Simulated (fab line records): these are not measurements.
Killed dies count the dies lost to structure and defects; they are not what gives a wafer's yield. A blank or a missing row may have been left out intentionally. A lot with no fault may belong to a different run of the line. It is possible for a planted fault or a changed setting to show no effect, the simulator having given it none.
Which of the tools did it? ; flow n5Finfet ; 12 lots, 36 wafers sampled, at 2 steps of a route of 1938

== WHAT THE GAUGES READ, wafer by wafer ==
N5_BEOL_M10_THK_MEAS_53: measures by xrf.
lot;measured;on;M10_THK (nm)
L076;day 9 23:43;filmMetro-01;135 136 136
L077;day 10 16:17;filmMetro-02;141 146 142
L079;day 11 02:15;filmMetro-01;142 140 136
L081;day 11 14:15;filmMetro-01;146 143 138
L082;day 11 23:21;filmMetro-02;148 144 145
L085;day 12 10:42;filmMetro-02;145 144 148
L087;day 12 21:43;filmMetro-02;141 137 137
L090;day 13 08:48;filmMetro-02;140 143 144
L089;day 13 15:09;filmMetro-01;137 137 137
L093;day 14 01:43;filmMetro-02;144 147 148
L095;day 14 13:10;filmMetro-01;138 141 140
L097;day 15 17:53;filmMetro-02;150 140 145

== EACH LOT AND THE TOOL THAT RAN IT (in order: tool; ch and the chambers of the sampled wafers; start) ==
lot;N5_BEOL_M10_SPUTTER_48
L076;pvdSputter-03, day 9 22:54
L077;pvdSputter-03, day 10 15:28
L079;pvdSputter-01, day 11 01:26
L081;pvdSputter-03, day 11 13:26
L082;pvdSputter-02, day 11 22:32
L085;pvdSputter-02, day 12 09:49
L087;pvdSputter-03, day 12 20:38
L090;pvdSputter-03, day 13 07:35
L089;pvdSputter-02, day 13 13:56
L093;pvdSputter-02, day 14 00:49
L095;pvdSputter-01, day 14 12:21
L097;pvdSputter-02, day 15 17:04
- N5_BEOL_M10_SPUTTER_48: material Cu, target thk 12 nm, time 2 s.

== THE ANSWER, worked out from the rows above alone ==
Rule: what is usual is taken from the lots themselves. The widest of any qualifying gaps counts: lots, ordered by their means at a reading, are off when they make up no more than a third of the lots, leave a main group of 4 or more, and stand apart from it by 3 or more times the standard deviation of that group's means. Not used: any main group whose means are identical at the precision the tables above print for the reading. Also off: a lot with no number at a reading for which 4 or more lots have one. The other lots that the step has rows for count as sound.
None of the lots is off at any reading shown; this tells nothing.

== WHAT THE SIMULATOR HAD PUT IN ==
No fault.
